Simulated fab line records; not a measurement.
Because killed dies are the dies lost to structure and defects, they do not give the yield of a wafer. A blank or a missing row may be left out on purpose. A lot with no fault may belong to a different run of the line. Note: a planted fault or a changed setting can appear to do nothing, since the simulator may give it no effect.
Lot-split experiment :: flow n5-finfet :: 21 wafers read from 7 lots, route of 1938 steps

SPLIT DETAILS
At N5_WELL_APT_COAT_02 (resist thk 950 nm), the setting spin-rpm was moved away from the recipe's 1357 rpm on 7 of the 21 wafers read, by -11.0% to +9.8%. The other wafers ran this setting at the recipe's value.

The split's own step is where the reading is taken.

THE READING
coat_of_WELL_APT_COAT_02.thk-nm (the simulator's own value, which no gauge read), in nm, at N5_WELL_APT_COAT_02 (resist thk 950 nm). No usual value for it is given in the file. Average 950.8 nm, standard deviation 3.5 nm, over the 14 wafers here run with the recipe.

wafer: L076.2
tool, chamber at the split: litho-track-04, 0
spin-rpm as run, rpm: 1455
against the recipe: +7.2%
coat_of_WELL_APT_COAT_02.thk-nm, nm: 924.7
against lot-mates on the recipe: -31.0

wafer: L076.4
tool, chamber at the split: litho-track-04, 0
spin-rpm as run, rpm: 1455
against the recipe: +7.2%
coat_of_WELL_APT_COAT_02.thk-nm, nm: 922.9
against lot-mates on the recipe: -32.8

wafer: L076.5
tool, chamber at the split: litho-track-04, 0
spin-rpm as run, rpm: 1357
against the recipe: recipe
coat_of_WELL_APT_COAT_02.thk-nm, nm: 955.7
against lot-mates on the recipe: -

wafer: L078.4
tool, chamber at the split: litho-track-05, 0
spin-rpm as run, rpm: 1357
against the recipe: recipe
coat_of_WELL_APT_COAT_02.thk-nm, nm: 945.3
against lot-mates on the recipe: -

wafer: L078.5
tool, chamber at the split: litho-track-05, 0
spin-rpm as run, rpm: 1208
against the recipe: -11.0%
coat_of_WELL_APT_COAT_02.thk-nm, nm: 1003
against lot-mates on the recipe: +59.2

wafer: L078.6
tool, chamber at the split: litho-track-05, 0
spin-rpm as run, rpm: 1357
against the recipe: recipe
coat_of_WELL_APT_COAT_02.thk-nm, nm: 942.4
against lot-mates on the recipe: -

wafer: L080.2
tool, chamber at the split: litho-track-02, 0
spin-rpm as run, rpm: 1357
against the recipe: recipe
coat_of_WELL_APT_COAT_02.thk-nm, nm: 952.2
against lot-mates on the recipe: -

wafer: L080.3
tool, chamber at the split: litho-track-02, 0
spin-rpm as run, rpm: 1490
against the recipe: +9.8%
coat_of_WELL_APT_COAT_02.thk-nm, nm: 910.9
against lot-mates on the recipe: -42.1

wafer: L080.4
tool, chamber at the split: litho-track-02, 0
spin-rpm as run, rpm: 1357
against the recipe: recipe
coat_of_WELL_APT_COAT_02.thk-nm, nm: 953.8
against lot-mates on the recipe: -

wafer: L087.1
tool, chamber at the split: litho-track-02, 0
spin-rpm as run, rpm: 1454
against the recipe: +7.1%
coat_of_WELL_APT_COAT_02.thk-nm, nm: 921.6
against lot-mates on the recipe: -32.4

wafer: L087.2
tool, chamber at the split: litho-track-02, 0
spin-rpm as run, rpm: 1357
against the recipe: recipe
coat_of_WELL_APT_COAT_02.thk-nm, nm: 953.3
against lot-mates on the recipe: -

wafer: L087.5
tool, chamber at the split: litho-track-02, 0
spin-rpm as run, rpm: 1357
against the recipe: recipe
coat_of_WELL_APT_COAT_02.thk-nm, nm: 954.6
against lot-mates on the recipe: -

wafer: L088.1
tool, chamber at the split: litho-track-02, 0
spin-rpm as run, rpm: 1357
against the recipe: recipe
coat_of_WELL_APT_COAT_02.thk-nm, nm: 950.4
against lot-mates on the recipe: -

wafer: L088.2
tool, chamber at the split: litho-track-02, 0
spin-rpm as run, rpm: 1357
against the recipe: recipe
coat_of_WELL_APT_COAT_02.thk-nm, nm: 948.5
against lot-mates on the recipe: -

wafer: L088.4
tool, chamber at the split: litho-track-02, 0
spin-rpm as run, rpm: 1357
against the recipe: recipe
coat_of_WELL_APT_COAT_02.thk-nm, nm: 950
against lot-mates on the recipe: -

wafer: L089.1
tool, chamber at the split: litho-track-05, 0
spin-rpm as run, rpm: 1357
against the recipe: recipe
coat_of_WELL_APT_COAT_02.thk-nm, nm: 950.5
against lot-mates on the recipe: -

wafer: L089.3
tool, chamber at the split: litho-track-05, 0
spin-rpm as run, rpm: 1357
against the recipe: recipe
coat_of_WELL_APT_COAT_02.thk-nm, nm: 953.9
against lot-mates on the recipe: -

wafer: L089.4
tool, chamber at the split: litho-track-05, 0
spin-rpm as run, rpm: 1357
against the recipe: recipe
coat_of_WELL_APT_COAT_02.thk-nm, nm: 949.1
against lot-mates on the recipe: -

wafer: L097.1
tool, chamber at the split: litho-track-05, 0
spin-rpm as run, rpm: 1316
against the recipe: -3.0%
coat_of_WELL_APT_COAT_02.thk-nm, nm: 965.8
against lot-mates on the recipe: +14.0

wafer: L097.3
tool, chamber at the split: litho-track-05, 0
spin-rpm as run, rpm: 1357
against the recipe: recipe
coat_of_WELL_APT_COAT_02.thk-nm, nm: 951.8
against lot-mates on the recipe: -

wafer: L097.5
tool, chamber at the split: litho-track-05, 0
spin-rpm as run, rpm: 1316
against the recipe: -3.0%
coat_of_WELL_APT_COAT_02.thk-nm, nm: 962.4
against lot-mates on the recipe: +10.6

THE FIT
A straight line over all 21 wafers: coat_of_WELL_APT_COAT_02.thk-nm changes by -4.24 nm for each +1% of spin-rpm; r = -0.98; the points scatter about the line by 3.5 nm.
The same after taking each lot's own level away (the mean of its wafers on the recipe; 21 wafers): -4.71 nm for each +1%; r = -0.99; scatter 2.4 nm.
According to that fit, moving spin-rpm by its largest amount changes the reading by 52 nm.
Across the lots, their own levels run from 943.85 to 955.70 nm, a range of 3.3 times the standard deviation given above.
The two slopes are in agreement: the lot-to-lot level therefore moves the slope only a little.
Check: with one of the wafers moved furthest among these (-11.0%) left out of the fit, the line predicts +47.7 nm for it against its lot-mates. It came out at +59.2 nm against them.

FILE'S OWN FIT
coat_of_WELL_APT_COAT_02.thk-nm changes by -4.75 nm for each +1% of spin-rpm, r = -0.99.
